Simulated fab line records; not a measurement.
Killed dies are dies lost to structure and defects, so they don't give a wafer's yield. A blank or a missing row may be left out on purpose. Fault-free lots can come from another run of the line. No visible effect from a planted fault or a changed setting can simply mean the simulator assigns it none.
A lot that was struck, set against a sound lot :: flow n5Finfet :: 16 out of 1938 route steps
Sound: these wafers, L779.1, L779.4, L779.6. Struck: wafer L791.6. (L791.1 of the same lot was not struck and is left out.) The cause comes at the end.
For every step that has rows: the tool of each side, followed by ch and its chambers, followed by its first start. Under that, the readings that differ: sound wafers :: struck wafers :: difference of the means :: sigmas: that difference in standard deviations of wafers without a fault.
alike: words and numbers the same on both sides, and readings whose means are apart by under 2 such deviations; not compared: readings that were withheld, readings missing a value for some wafer, numbers with overlapping values and no deviation given by the record, and bounds like >300 which may hide the same value.
Wherever a step has rows on one side only, a row that says differs or no value, or a row with sigmas, the two part there. Numbers that have no deviation but don't overlap get no sigmas and don't part them. A reading that every wafer of one side lacks parts them only if that side has two wafers or more.

N5_BEOL_M2_ETCH_41: etches SiCN in CH3F/O2, target depth 29.9 nm, time 52.5 s.
  sound: rieDiel-03 ch 1,3; struck: rieDiel-03 ch 1
reading: oesProductAu (a.u.)
sound: 0.65 0.69 0.68
struck: 0.95
difference: +0.28
sigmas: +3

reading: throttleValvePct (%)
sound: 16.40 16.50 16.50
struck: 15.95
difference: -0.52
sigmas: -2
  alike: chamberPressureMTorr, drypumpMotorCurrentA, mfcArSccm, rfVppV, showerheadPlenumPTorr
  not compared: rfHoursCounterH
N5_BEOL_M2_STRIP_97: strips in N2/H2, time 10 s.
  sound: rieDiel-03 ch 1,3; struck: rieDiel-03 ch 1
reading: oesProductAu (a.u.)
sound: 0.67 0.69 0.68
struck: 0.96
difference: +0.28
sigmas: +3
  alike: biasPowerW, chamberPressureMTorr, drypumpMotorCurrentA, h2FlowSccm, rfVppV, showerheadPlenumPTorr, throttleValvePct
  not compared: rfHoursCounterH
N5_BEOL_M2_OCD_MEAS_38:
  struck on ocd-01, day 9 21:05; sound on ocd-01, day 7 01:28
reading: trenchDepthNm (nm)
sound: 54.2 53.6 53.2
struck: 56.6
difference: +2.9
sigmas: +2
then, 4 steps without rows for these wafers: N5_BEOL_M2_HM_STRIP_39 (strips TiN in peroxide tin strip, target depth 25 nm, time 158 s); N5_BEOL_M2_SRD_40 (time 30 s); N5_BEOL_M2_PRECLEAN_42 (cleans in residue remover, time 60 s); N5_BEOL_M2_SRD_43 (time 30 s).
N5_BEOL_M2_CD_MEAS_35: target cd 18 nm, target cd y 22.2 nm.
  struck on cdSem-01, day 9 21:14; sound on cdSem-01, day 7 01:37
  alike: cdNm
N5_BEOL_M2_DEGAS_44: time 60 s.
  struck on pvdSputter-01, day 9 21:46; sound on pvdSputter-03, day 7 01:52
  alike: heaterPowerW, susceptorTempC
then, 1 step without rows for these wafers: N5_BEOL_M2_PRE_CLEAN_45 (time 30 s).
N5_BEOL_M2_ALD_84: deposits TaN, pulse time 2 s, purge time 3 s, co reactant purge time 2 s.
  sound on aldMetal-02 ch 0,1, day 7 01:58; struck on aldMetal-03 ch 2, day 9 21:52
  alike: heaterPowerW, precursorVesselCarrierSccm, susceptorTempC
N5_BEOL_M2_SURFACE_TREAT_85:
  struck on pvdSputter-01, day 9 22:07; sound on pvdSputter-01, day 7 02:16
  not compared: throttleValvePct
N5_BEOL_M2_CVD_47: deposits Co from CCTBA/H2, target thk 3 nm, time 223.8 s.
  sound on cvdCo-01 ch 1,2, day 7 02:20; struck on cvdCo-01 ch 0, day 9 22:11
reading: runLengthS (s)
sound: 247.2 247.1 247.0
struck: 249.3
difference: +2.2
sigmas: +5
then, 1 step without rows for these wafers: N5_BEOL_M2_SPUTTER_48 (material Cu, target thk 4.5 nm, time 8.29 s).
N5_BEOL_M4_RC_MEAS_101:
  sound on prober-02 ch 0, day 9 00:16; struck on prober-01 ch 0, day 11 06:53
reading: IOFF_P (nA/um)
sound: 0.19 0.16 0.17
struck: 0.24
difference: +0.07
sigmas: +2

reading: VT_P (mV)
sound: -253.3 -254.6 -253.0
struck: -248.1
difference: +5.5
sigmas: +2
  alike: DIBL_N, DIBL_P, IOFF_N, ION_N, ION_P, SS_N, SS_P, VT_N
N5_PASSIVATION_PROBE_49:
  rows exist in the record for the sound wafers here (prober-02, day 13 08:52), none for the struck ones

WHERE THEY PART
Earliest at N5_BEOL_M2_ETCH_41; latest, in this record, at N5_PASSIVATION_PROBE_49.

WHY: the cause the simulator had injected
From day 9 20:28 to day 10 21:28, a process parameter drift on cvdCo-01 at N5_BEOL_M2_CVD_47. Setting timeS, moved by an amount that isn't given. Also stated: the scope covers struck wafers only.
